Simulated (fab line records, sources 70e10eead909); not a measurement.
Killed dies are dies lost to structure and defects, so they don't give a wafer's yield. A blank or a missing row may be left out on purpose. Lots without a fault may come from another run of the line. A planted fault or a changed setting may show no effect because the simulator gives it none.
A struck lot beside a sound one | flow nand_harc | 15 steps out of a route of 1302
Sound: wafers L618.2, L618.4, L618.6. Struck: wafer L614.1. (L614.2, L614.4 of the same lot were not struck and are left out.) The cause comes at the end.
At each step with rows: each side's tool, then ch and its chambers, then its first start. Under that, the readings that differ: sound wafers | struck wafers | difference of the means | sigmas: that difference in standard deviations of wafers without a fault.
alike: readings whose means differ by less than 2 such deviations, and words and numbers that are the same on both sides. not compared: withheld readings, readings that some wafer has no value for, bounds like >300 that may hide the same value, and numbers for which the record gives no deviation and whose values overlap.
The two part at a step that has a row with sigmas, a row that says differs or no value, or rows on one side only. Numbers that don't overlap but have no deviation are shown without sigmas and don't part them. A reading that every wafer of one side lacks parts them only if that side has two wafers or more.

first, 8 steps without rows for these wafers: NHARC_A_SGD_CUT_COAT_56 (time 75 s); NHARC_A_SGD_CUT_COAT_57 (time 65 s); NHARC_A_SGD_CUT_COAT_03 (resist thk 90 nm); NHARC_A_SGD_CUT_SOFTBAKE_04 (time 55 s); NHARC_A_SGD_CUT_EBR_05; NHARC_A_SGD_CUT_EXPOSE_06 (exposes mask SGD); NHARC_A_SGD_CUT_PEB_07 (peb time 65 s); NHARC_A_SGD_CUT_DEVELOP_08 (develop time 35 s).
NHARC_A_SGD_CUT_CD_MEAS_09: target cd 100 nm.
  sound on cd_sem-03 ch 0, day 25 03:18; struck on cd_sem-01 ch 0, day 23 09:44
  alike: cd_nm
NHARC_A_SGD_CUT_OVL_MEAS_10:
  sound on overlay-02, day 25 03:23; struck on overlay-01, day 23 09:49
  reading           | sound          | struck | difference | sigmas
  overlay_x_nm (nm) | -1.7 -0.7 -1.4 | 1.5    | +2.8       | +3
  alike: overlay_y_nm
NHARC_A_SGD_CUT_INSPECT_11:
  sound on defect_inspect-01, day 25 03:25; struck on defect_inspect-01, day 23 09:51
  alike: raw_defect_count
NHARC_A_SGD_CUT_DESCUM_14: chemistry O2, time 3 s.
  sound on rie_diel-12 ch 0,3, day 25 03:29; struck on rie_diel-13 ch 3, day 23 09:55
  alike: drypump_motor_current_A, oes_product_au, rf_vpp_V, showerhead_plenum_p_Torr, throttle_valve_pct
  not compared: rf_hours_counter_h
NHARC_A_SGD_CUT_ETCH_58: etches the open film in CF4, target depth 39 nm, time 65 s.
  sound on rie_diel-12 ch 0,2, day 25 03:34; struck on rie_diel-13 ch 0, day 23 10:00
  reading               | sound             | struck | difference | sigmas
  oes_product_au (a.u.) | 1.009 0.993 0.991 | 1.025  | +0.027     | +2
  run_length_s (s)      | 86.4 85.9 86.6    | 49.5   | -36.8      | -97
  alike: drypump_motor_current_A, rf_vpp_V, showerhead_plenum_p_Torr, throttle_valve_pct
  not compared: rf_hours_counter_h
NHARC_A_SGD_CUT_ETCH_59: etches the open film in N2/H2, target depth 260 nm, time 406.25 s.
  sound on rie_diel-12 ch 1,2; struck on rie_diel-13 ch 0
  reading                         | sound             | struck | difference | sigmas
  rf_vpp_V (V)                    | 432.9 434.3 433.8 | 426.5  | -7.2       | -3
  run_length_s (s)                | 428.1 428.2 428.4 | 427.3  | -0.9       | -2
  showerhead_plenum_p_Torr (Torr) | 2.10 2.18 2.18    | 1.91   | -0.24      | -2
  alike: drypump_motor_current_A, oes_product_au, throttle_valve_pct
  not compared: rf_hours_counter_h
-- the record jumps here: 5 days lie between the struck wafers' starts before and after (it left off in module A_SGD_CUT and takes up again in module END, whose first step shown is number 1302 of the route) --
NHARC_END_SORT_01:
  sound on prober-02 ch 0, day 31 02:55; struck on prober-02 ch 0, day 28 10:26
  reading         | sound    | struck | difference | sigmas
  killed_at_array | 35 35 33 | 670    | +636       | +35
  killed_dies     | 35 38 36 | 677    | +641       | +34
  alike: killed_at_other, killed_at_periphery, killed_open, killed_short

WHERE THEY PART
First at NHARC_A_SGD_CUT_OVL_MEAS_10; last, within this record, at NHARC_END_SORT_01.

WHY: what the simulator had put in
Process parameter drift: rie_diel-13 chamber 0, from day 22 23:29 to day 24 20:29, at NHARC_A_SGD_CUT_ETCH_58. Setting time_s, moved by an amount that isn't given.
